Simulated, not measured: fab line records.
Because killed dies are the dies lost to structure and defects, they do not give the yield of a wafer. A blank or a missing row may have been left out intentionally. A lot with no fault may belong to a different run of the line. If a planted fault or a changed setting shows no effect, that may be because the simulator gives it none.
What tool caused it?    flow nand harc    14 lots with 42 wafers sampled at 5 steps, on a route of 1302 steps

## WHAT THE GAUGES SHOWED, per wafer
NHARC_A_BONDPAD_INSPECT_23. Usual: raw defect count 534, standard deviation 140.
lot   measured      on                 raw defect count  flag
L771  day 24 09:17  defect inspect-01  471 464 499       
L772  day 23 22:43  defect inspect-02  663 705 676       
L774  day 24 04:02  defect inspect-01  593 620 625       
L773  day 23 21:49  defect inspect-02  493 370 325       
L775  day 24 18:25  defect inspect-02  556 705 551       
L786  day 29 03:41  defect inspect-02  482 424 738       
L788  day 29 18:59  defect inspect-01  594 577 503       
L789  day 30 11:55  defect inspect-01  446 493 448       
L791  day 31 15:00  defect inspect-01  380 507 550       
L792  day 31 16:52  defect inspect-02  515 410 408       
L793  day 32 03:35  defect inspect-01  418 398 383       
L794  day 32 17:20  defect inspect-01  443 560 763       

NHARC_HYBRID_BOND_INSPECT_06: inspects for defects (ir void). Usual: raw defect count 88, standard deviation 37.
lot   measured      on                 raw defect count  flag
L771  day 24 20:32  defect inspect-02  107 100 112       
L772  day 24 07:20  defect inspect-02  99 88 105         
L774  day 24 13:19  defect inspect-01  131 128 122       
L773  day 24 07:19  defect inspect-01  16 25 17          
L775  day 25 04:13  defect inspect-02  23 25 20          
L786  day 29 11:12  defect inspect-02  111 102 114       
L788  day 30 04:31  defect inspect-02  162 139 162       
L789  day 30 21:27  defect inspect-02  93 73 79          
L791  day 32 03:17  defect inspect-02  104 110 130       
L792  day 32 09:38  defect inspect-01  86 98 77          
L793  day 32 13:05  defect inspect-01  90 93 91          
L794  day 33 00:20  defect inspect-01  70 61 64          

NHARC_END_SORT_01. Usual: killed at array 58, standard deviation 20; killed at other 1.0, standard deviation 1.2; killed at periphery 4.1, standard deviation 3; killed dies 63, standard deviation 20; killed open 3.2, standard deviation 1.7; killed short 2.5, standard deviation 1.5.
lot   measured      on         killed at array  killed at other  killed at periphery  killed dies  killed open  killed short  flag
L780  day 27 23:50  prober-02  673 674 675      0 0 0            4 3 2                677 677 677  4 2 3        2 0 1         OFF
L781  day 28 10:50  prober-01  669 664 669      2 3 1            6 10 7               677 677 677  2 5 6        4 1 1         OFF

## WHICH TOOL RAN EACH LOT (tool, then ch and the chambers of the sampled wafers, then the start)
lot   NHARC_A_CHANNEL_HOLE_D1_DEP_01   NHARC_THIN_TSV_DESCUM_35
L771  pecvd-04 ch 0,1, day 8 18:11     rie diel-13 ch 0,2,3, day 25 05:20
L772  pecvd-02 ch 0,1,2, day 8 18:11   rie diel-13 ch 1,2, day 24 16:20
L774  pecvd-03 ch 0,1,2, day 9 13:19   rie diel-03 ch 0,2,3, day 24 22:01
L773  pecvd-02 ch 0,1,2, day 9 13:32   rie diel-02 ch 0,1,3, day 24 17:16
L775  pecvd-04 ch 0,1,2, day 10 03:27  rie diel-13 ch 0,3, day 25 13:00
L780  pecvd-03 ch 0,1,2, day 12 07:47  -
L781  pecvd-03 ch 0,1,2, day 12 13:34  -
L786  pecvd-04 ch 1,2, day 14 13:08    rie diel-13 ch 0,2,3, day 29 21:08
L788  pecvd-03 ch 0,1,2, day 15 14:49  rie diel-02 ch 0,1,2, day 30 13:46
L789  pecvd-02 ch 0,1,2, day 16 01:38  rie diel-02 ch 0,2, day 31 06:04
L791  pecvd-03 ch 0,2, day 16 23:50    rie diel-02 ch 0,1,2, day 32 12:50
L792  pecvd-04 ch 0,2, day 17 01:22    rie diel-13 ch 0,1,3, day 32 18:09
L793  pecvd-04 ch 0,1,2, day 17 20:31  rie diel-13 ch 0,2,3, day 32 21:53
L794  pecvd-03 ch 0,1, day 18 06:08    rie diel-03 ch 1,2,3, day 33 10:19
- NHARC_A_CHANNEL_HOLE_D1_DEP_01: deposits SiON, target thk 140 nm.
- NHARC_THIN_TSV_DESCUM_35: chemistry O2, time 3 s.

## AS READ BY THE TOOLS THEMSELVES (means over the sampled wafers that have a number; for cases with no such wafer, the mark the record gives instead)
NHARC_A_CHANNEL_HOLE_D1_DEP_01. Usual: heater power w 758 W, standard deviation 91.
lot   tool      heater power w (W)  flag
L771  pecvd-04  735                 
L772  pecvd-02  679                 
L774  pecvd-03  792                 
L773  pecvd-02  710                 
L775  pecvd-04  724                 
L780  pecvd-03  802                 
L781  pecvd-03  849                 
L786  pecvd-04  773                 
L788  pecvd-03  776                 
L789  pecvd-02  748                 
L791  pecvd-03  748                 
L792  pecvd-04  795                 
L793  pecvd-04  780                 
L794  pecvd-03  814                 

NHARC_THIN_TSV_DESCUM_35. Usual: drypump motor current A 5.8 A, standard deviation 0.41; oes product au 1.001 a.u., standard deviation 0.011; rf vpp V 57.5 V, standard deviation 0.88; showerhead plenum p Torr 1.87 Torr, standard deviation 0.06; throttle valve pct 11.312 %, standard deviation 0.0078.
lot   tool         drypump motor current A (A)  oes product au (a.u.)  rf vpp V (V)  showerhead plenum p Torr (Torr)  throttle valve pct (%)  flag
L771  rie diel-13  5.4                          0.997                  57.7          1.86                             11.308                  
L772  rie diel-13  5.6                          0.991                  57.9          1.85                             11.317                  
L774  rie diel-03  5.6                          1.004                  57.5          1.91                             11.307                  
L773  rie diel-02  5.8                          1.005                  57.9          1.90                             11.313                  
L775  rie diel-13  5.6                          0.996                  57.7          1.88                             11.306                  
L786  rie diel-13  5.4                          0.991                  57.5          1.86                             11.308                  
L788  rie diel-02  6.1                          0.995                  57.3          1.92                             11.309                  
L789  rie diel-02  6.0                          0.995                  57.1          1.95                             11.314                  
L791  rie diel-02  6.1                          1.001                  58.0          1.92                             11.311                  
L792  rie diel-13  5.8                          0.995                  57.3          1.85                             11.310                  
L793  rie diel-13  5.5                          0.996                  58.1          1.86                             11.312                  
L794  rie diel-03  5.8                          1.011                  57.3          1.87                             11.313                  

## THE ANSWER, worked out from the rows above alone
Rule: a lot is off if the mean of its wafers that have a number lies more than 3 standard deviations from the usual mean. A lot without any number at a reading at which 4 lots or more have one is off too. Any other lot the step has rows for is counted as sound. After the gauges, taken in route order, come the tools' own readings; for these a lot's mean is taken, as printed above. The first step at which some lot is off is used, and at that step the reading that is off furthest; a lot without a number counts as furthest.
Off, at NHARC_END_SORT_01 on killed at array: L780, L781. Neither off nor sound, because the step has no rows for them: L771, L772, L774, L773, L775, L786, L788, L789, L791, L792, L793, L794.
A tool fits if, at a process step before that reading, it ran every lot that is off, and no sound lot after the first of them. Those tools and the gauges at NHARC_END_SORT_01 are tried in the same way. One fits: pecvd-03 at NHARC_A_CHANNEL_HOLE_D1_DEP_01. It ran no sound lot before its first lot that is off in this sample, so the start can't be narrowed down.

## WHAT THE SIMULATOR PUT IN
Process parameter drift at NHARC_A_CHANNEL_HOLE_D1_DEP_01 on pecvd-03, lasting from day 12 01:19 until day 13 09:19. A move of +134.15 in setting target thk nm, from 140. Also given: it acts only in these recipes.
Lots struck among those shown: L780, L781. Same finding as the rule above.
